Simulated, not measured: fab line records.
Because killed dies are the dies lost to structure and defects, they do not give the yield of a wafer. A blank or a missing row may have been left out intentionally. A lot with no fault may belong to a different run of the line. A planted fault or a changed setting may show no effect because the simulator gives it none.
Which of the tools did it? || flow nand_harc || 12 lots, 36 wafers sampled, at 4 steps of a route of 1302

== WHAT EACH GAUGE READ, for each wafer ==
NHARC_P_GATE_CD_MEAS_91: target cd 2000 nm. Usual: cd_nm at 1999 nm, with a standard deviation of 3.
{"lot": "L174", "measured": "day 5 15:37", "on": "cd_sem-03", "cd_nm (nm)": "2000 1999 2001", "flag": ""}
{"lot": "L175", "measured": "day 6 02:29", "on": "cd_sem-01", "cd_nm (nm)": "1998 2002 1999", "flag": ""}
{"lot": "L176", "measured": "day 6 11:43", "on": "cd_sem-01", "cd_nm (nm)": "2002 1997 1999", "flag": ""}
{"lot": "L177", "measured": "day 7 03:43", "on": "cd_sem-03", "cd_nm (nm)": "1998 1996 1999", "flag": ""}
{"lot": "L181", "measured": "day 8 17:20", "on": "cd_sem-01", "cd_nm (nm)": "2024 2022 2021", "flag": "OFF"}
{"lot": "L191", "measured": "day 13 00:00", "on": "cd_sem-02", "cd_nm (nm)": "2002 2003 2001", "flag": ""}
{"lot": "L190", "measured": "day 13 00:44", "on": "cd_sem-03", "cd_nm (nm)": "1996 2002 1993", "flag": ""}
{"lot": "L192", "measured": "day 13 13:53", "on": "cd_sem-03", "cd_nm (nm)": "1995 1999 2002", "flag": ""}
{"lot": "L193", "measured": "day 13 12:56", "on": "cd_sem-03", "cd_nm (nm)": "2004 2005 2001", "flag": ""}
{"lot": "L195", "measured": "day 14 16:46", "on": "cd_sem-02", "cd_nm (nm)": "2002 2004 2004", "flag": ""}
{"lot": "L197", "measured": "day 14 22:53", "on": "cd_sem-02", "cd_nm (nm)": "1996 2002 2001", "flag": ""}
{"lot": "L196", "measured": "day 14 22:01", "on": "cd_sem-02", "cd_nm (nm)": "2003 1998 1996", "flag": ""}

== WHICH TOOL RAN EACH LOT (tool, then ch and the chambers of the sampled wafers, then the start) ==
{"lot": "L174", "NHARC_P_GATE_DESCUM_13": "rie_diel-07 ch 0,2,3, day 4 09:45", "NHARC_P_GATE_HM_OPEN_105": "rie_diel-01 ch 1,3, day 5 15:28 or earlier", "NHARC_P_GATE_EXPOSE_88": "krf_scanner-02 ch 0, day 5 15:28"}
{"lot": "L175", "NHARC_P_GATE_DESCUM_13": "rie_diel-13 ch 1,2, day 4 21:01", "NHARC_P_GATE_HM_OPEN_105": "rie_diel-13 ch 0,2,3, day 6 02:19 or earlier", "NHARC_P_GATE_EXPOSE_88": "krf_scanner-02 ch 0, day 6 02:19"}
{"lot": "L176", "NHARC_P_GATE_DESCUM_13": "rie_diel-07 ch 0,3, day 5 06:01", "NHARC_P_GATE_HM_OPEN_105": "rie_diel-07 ch 0,2, day 6 11:34 or earlier", "NHARC_P_GATE_EXPOSE_88": "krf_scanner-04 ch 0, day 6 11:34"}
{"lot": "L177", "NHARC_P_GATE_DESCUM_13": "rie_diel-07 ch 1,2,3, day 5 19:14", "NHARC_P_GATE_HM_OPEN_105": "rie_diel-07 ch 1,3, day 7 03:34 or earlier", "NHARC_P_GATE_EXPOSE_88": "krf_scanner-04 ch 0, day 7 03:34"}
{"lot": "L181", "NHARC_P_GATE_DESCUM_13": "rie_diel-13 ch 1,2,3, day 7 12:05", "NHARC_P_GATE_HM_OPEN_105": "rie_diel-01 ch 0,3, day 8 17:11 or earlier", "NHARC_P_GATE_EXPOSE_88": "krf_scanner-02 ch 0, day 8 17:11"}
{"lot": "L191", "NHARC_P_GATE_DESCUM_13": "rie_diel-01 ch 0,2,3, day 11 19:02", "NHARC_P_GATE_HM_OPEN_105": "rie_diel-01 ch 0,2,3, day 12 23:50 or earlier", "NHARC_P_GATE_EXPOSE_88": "krf_scanner-03 ch 0, day 12 23:50"}
{"lot": "L190", "NHARC_P_GATE_DESCUM_13": "rie_diel-01 ch 1,2, day 11 19:13", "NHARC_P_GATE_HM_OPEN_105": "rie_diel-13 ch 0,2, day 13 00:35 or earlier", "NHARC_P_GATE_EXPOSE_88": "krf_scanner-04 ch 0, day 13 00:35"}
{"lot": "L192", "NHARC_P_GATE_DESCUM_13": "rie_diel-07 ch 2,3, day 12 07:32", "NHARC_P_GATE_HM_OPEN_105": "rie_diel-01 ch 0,2,3, day 13 13:44 or earlier", "NHARC_P_GATE_EXPOSE_88": "krf_scanner-03 ch 0, day 13 13:44"}
{"lot": "L193", "NHARC_P_GATE_DESCUM_13": "rie_diel-13 ch 1,3, day 12 07:43", "NHARC_P_GATE_HM_OPEN_105": "rie_diel-13 ch 0,1, day 13 12:46 or earlier", "NHARC_P_GATE_EXPOSE_88": "krf_scanner-04 ch 0, day 13 12:46"}
{"lot": "L195", "NHARC_P_GATE_DESCUM_13": "rie_diel-01 ch 2,3, day 13 03:32", "NHARC_P_GATE_HM_OPEN_105": "rie_diel-07 ch 0,2,3, day 14 16:37 or earlier", "NHARC_P_GATE_EXPOSE_88": "krf_scanner-04 ch 0, day 14 16:37"}
{"lot": "L197", "NHARC_P_GATE_DESCUM_13": "rie_diel-13 ch 0,1,2, day 13 16:56", "NHARC_P_GATE_HM_OPEN_105": "rie_diel-01 ch 1,2,3, day 14 22:44 or earlier", "NHARC_P_GATE_EXPOSE_88": "krf_scanner-04 ch 0, day 14 22:44"}
{"lot": "L196", "NHARC_P_GATE_DESCUM_13": "rie_diel-01 ch 0,1,2, day 13 17:05", "NHARC_P_GATE_HM_OPEN_105": "rie_diel-01 ch 1,2,3, day 14 21:51 or earlier", "NHARC_P_GATE_EXPOSE_88": "krf_scanner-04 ch 0, day 14 21:51"}
- NHARC_P_GATE_DESCUM_13: chemistry O2, time 3 s.
- NHARC_P_GATE_HM_OPEN_105: chemistry O2/COS, target depth 360 nm.
- NHARC_P_GATE_EXPOSE_88: exposes mask P HVN, target cd 2000 nm.

== WHAT THE TOOLS THEMSELVES READ (means of the sampled wafers that have a number; where no wafer has one, the mark that the record gives instead) ==
NHARC_P_GATE_DESCUM_13. Usual: drypump_motor_current_A 5.8 A, standard deviation 0.49; oes_product_au 1.005 a.u., standard deviation 0.015; rf_vpp_V 58.0 V, standard deviation 0.88; showerhead_plenum_p_Torr 1.93 Torr, standard deviation 0.093; throttle_valve_pct 11.310 %, standard deviation 0.0098.
{"lot": "L174", "tool": "rie_diel-07", "drypump_motor_current_A (A)": 5.9, "oes_product_au (a.u.)": 0.990, "rf_vpp_V (V)": 57.7, "showerhead_plenum_p_Torr (Torr)": 1.84, "throttle_valve_pct (%)": 11.318, "flag": ""}
{"lot": "L175", "tool": "rie_diel-13", "drypump_motor_current_A (A)": 6.0, "oes_product_au (a.u.)": 1.012, "rf_vpp_V (V)": 59.4, "showerhead_plenum_p_Torr (Torr)": 2.02, "throttle_valve_pct (%)": 11.312, "flag": ""}
{"lot": "L176", "tool": "rie_diel-07", "drypump_motor_current_A (A)": 6.2, "oes_product_au (a.u.)": 0.983, "rf_vpp_V (V)": 57.9, "showerhead_plenum_p_Torr (Torr)": 1.86, "throttle_valve_pct (%)": 11.298, "flag": ""}
{"lot": "L177", "tool": "rie_diel-07", "drypump_motor_current_A (A)": 5.4, "oes_product_au (a.u.)": 0.991, "rf_vpp_V (V)": 57.6, "showerhead_plenum_p_Torr (Torr)": 1.89, "throttle_valve_pct (%)": 11.309, "flag": ""}
{"lot": "L181", "tool": "rie_diel-13", "drypump_motor_current_A (A)": 5.9, "oes_product_au (a.u.)": 1.008, "rf_vpp_V (V)": 58.6, "showerhead_plenum_p_Torr (Torr)": 1.97, "throttle_valve_pct (%)": 11.306, "flag": ""}
{"lot": "L191", "tool": "rie_diel-01", "drypump_motor_current_A (A)": 6.0, "oes_product_au (a.u.)": 1.005, "rf_vpp_V (V)": 57.9, "showerhead_plenum_p_Torr (Torr)": 1.89, "throttle_valve_pct (%)": 11.301, "flag": ""}
{"lot": "L190", "tool": "rie_diel-01", "drypump_motor_current_A (A)": 5.4, "oes_product_au (a.u.)": 1.009, "rf_vpp_V (V)": 57.9, "showerhead_plenum_p_Torr (Torr)": 1.99, "throttle_valve_pct (%)": 11.312, "flag": ""}
{"lot": "L192", "tool": "rie_diel-07", "drypump_motor_current_A (A)": 5.7, "oes_product_au (a.u.)": 0.995, "rf_vpp_V (V)": 58.1, "showerhead_plenum_p_Torr (Torr)": 1.81, "throttle_valve_pct (%)": 11.310, "flag": ""}
{"lot": "L193", "tool": "rie_diel-13", "drypump_motor_current_A (A)": 5.4, "oes_product_au (a.u.)": 1.021, "rf_vpp_V (V)": 58.4, "showerhead_plenum_p_Torr (Torr)": 1.97, "throttle_valve_pct (%)": 11.299, "flag": ""}
{"lot": "L195", "tool": "rie_diel-01", "drypump_motor_current_A (A)": 5.9, "oes_product_au (a.u.)": 1.006, "rf_vpp_V (V)": 57.8, "showerhead_plenum_p_Torr (Torr)": 1.82, "throttle_valve_pct (%)": 11.300, "flag": ""}
{"lot": "L197", "tool": "rie_diel-13", "drypump_motor_current_A (A)": 5.7, "oes_product_au (a.u.)": 1.016, "rf_vpp_V (V)": 57.8, "showerhead_plenum_p_Torr (Torr)": 1.98, "throttle_valve_pct (%)": 11.310, "flag": ""}
{"lot": "L196", "tool": "rie_diel-01", "drypump_motor_current_A (A)": 5.8, "oes_product_au (a.u.)": 1.001, "rf_vpp_V (V)": 58.1, "showerhead_plenum_p_Torr (Torr)": 1.98, "throttle_valve_pct (%)": 11.304, "flag": ""}

NHARC_P_GATE_HM_OPEN_105. Usual: cos_flow_sccm 20.01 sccm, standard deviation 0.064; drypump_motor_current_A 5.8 A, standard deviation 0.46; oes_product_au 1.006 a.u., standard deviation 0.015; rf_vpp_V 467 V, standard deviation 3.2; showerhead_plenum_p_Torr 3.13 Torr, standard deviation 0.15; throttle_valve_pct 28.330 %, standard deviation 0.009.
{"lot": "L174", "tool": "rie_diel-01", "cos_flow_sccm (sccm)": 20.05, "drypump_motor_current_A (A)": 5.7, "oes_product_au (a.u.)": 1.032, "rf_vpp_V (V)": 465, "showerhead_plenum_p_Torr (Torr)": 3.08, "throttle_valve_pct (%)": 28.334, "flag": ""}
{"lot": "L175", "tool": "rie_diel-13", "cos_flow_sccm (sccm)": 19.96, "drypump_motor_current_A (A)": 6.2, "oes_product_au (a.u.)": 1.016, "rf_vpp_V (V)": 468, "showerhead_plenum_p_Torr (Torr)": 3.14, "throttle_valve_pct (%)": 28.331, "flag": ""}
{"lot": "L176", "tool": "rie_diel-07", "cos_flow_sccm (sccm)": 20.01, "drypump_motor_current_A (A)": 6.2, "oes_product_au (a.u.)": 0.992, "rf_vpp_V (V)": 464, "showerhead_plenum_p_Torr (Torr)": 3.01, "throttle_valve_pct (%)": 28.331, "flag": ""}
{"lot": "L177", "tool": "rie_diel-07", "cos_flow_sccm (sccm)": 20.05, "drypump_motor_current_A (A)": 5.5, "oes_product_au (a.u.)": 0.988, "rf_vpp_V (V)": 467, "showerhead_plenum_p_Torr (Torr)": 3.13, "throttle_valve_pct (%)": 28.333, "flag": ""}
{"lot": "L181", "tool": "rie_diel-01", "cos_flow_sccm (sccm)": 19.95, "drypump_motor_current_A (A)": 6.0, "oes_product_au (a.u.)": 1.022, "rf_vpp_V (V)": 466, "showerhead_plenum_p_Torr (Torr)": 3.06, "throttle_valve_pct (%)": 28.333, "flag": ""}
{"lot": "L191", "tool": "rie_diel-01", "cos_flow_sccm (sccm)": 20.09, "drypump_motor_current_A (A)": 6.0, "oes_product_au (a.u.)": 1.009, "rf_vpp_V (V)": 466, "showerhead_plenum_p_Torr (Torr)": 3.09, "throttle_valve_pct (%)": 28.339, "flag": ""}
{"lot": "L190", "tool": "rie_diel-13", "cos_flow_sccm (sccm)": 20.02, "drypump_motor_current_A (A)": 6.3, "oes_product_au (a.u.)": 1.016, "rf_vpp_V (V)": 469, "showerhead_plenum_p_Torr (Torr)": 3.22, "throttle_valve_pct (%)": 28.335, "flag": ""}
{"lot": "L192", "tool": "rie_diel-01", "cos_flow_sccm (sccm)": 20.06, "drypump_motor_current_A (A)": 6.0, "oes_product_au (a.u.)": 0.999, "rf_vpp_V (V)": 468, "showerhead_plenum_p_Torr (Torr)": 3.09, "throttle_valve_pct (%)": 28.323, "flag": ""}
{"lot": "L193", "tool": "rie_diel-13", "cos_flow_sccm (sccm)": 19.95, "drypump_motor_current_A (A)": 5.2, "oes_product_au (a.u.)": 1.013, "rf_vpp_V (V)": 470, "showerhead_plenum_p_Torr (Torr)": 3.24, "throttle_valve_pct (%)": 28.328, "flag": ""}
{"lot": "L195", "tool": "rie_diel-07", "cos_flow_sccm (sccm)": 20.04, "drypump_motor_current_A (A)": 5.9, "oes_product_au (a.u.)": 0.992, "rf_vpp_V (V)": 464, "showerhead_plenum_p_Torr (Torr)": 3.01, "throttle_valve_pct (%)": 28.330, "flag": ""}
{"lot": "L197", "tool": "rie_diel-01", "cos_flow_sccm (sccm)": 20.00, "drypump_motor_current_A (A)": 5.7, "oes_product_au (a.u.)": 1.005, "rf_vpp_V (V)": 466, "showerhead_plenum_p_Torr (Torr)": 3.11, "throttle_valve_pct (%)": 28.323, "flag": ""}
{"lot": "L196", "tool": "rie_diel-01", "cos_flow_sccm (sccm)": 20.03, "drypump_motor_current_A (A)": 5.7, "oes_product_au (a.u.)": 1.007, "rf_vpp_V (V)": 468, "showerhead_plenum_p_Torr (Torr)": 3.11, "throttle_valve_pct (%)": 28.326, "flag": ""}

== THE ANSWER, worked out from the rows above alone ==
Rule: lot off if the mean of its wafers having a number is beyond 3 standard deviations from the usual mean. Also off: a lot with no number at a reading for which 4 or more lots have one. Any other lot the step has rows for is counted as sound. First the gauges in route order, then the tools' own readings, where a lot's mean is used as printed above. The first step at which some lot is off is used, and at that step the reading that is off furthest; a lot without a number counts as furthest.
Off at NHARC_P_GATE_CD_MEAS_91 (cd_nm): L181.
A tool fits if, at a process step before that reading, it ran every lot that is off, and no sound lot after the first of them. The gauges at NHARC_P_GATE_CD_MEAS_91 are tried like those tools. With no start given for some of its lots, NHARC_P_GATE_HM_OPEN_105 uses the hours and lot order of NHARC_P_GATE_EXPOSE_88. Undecided on this evidence; 2 tools fit (krf_scanner-02 at NHARC_P_GATE_EXPOSE_88, cd_sem-01 at NHARC_P_GATE_CD_MEAS_91).

== WHAT THE SIMULATOR HAD INSERTED ==
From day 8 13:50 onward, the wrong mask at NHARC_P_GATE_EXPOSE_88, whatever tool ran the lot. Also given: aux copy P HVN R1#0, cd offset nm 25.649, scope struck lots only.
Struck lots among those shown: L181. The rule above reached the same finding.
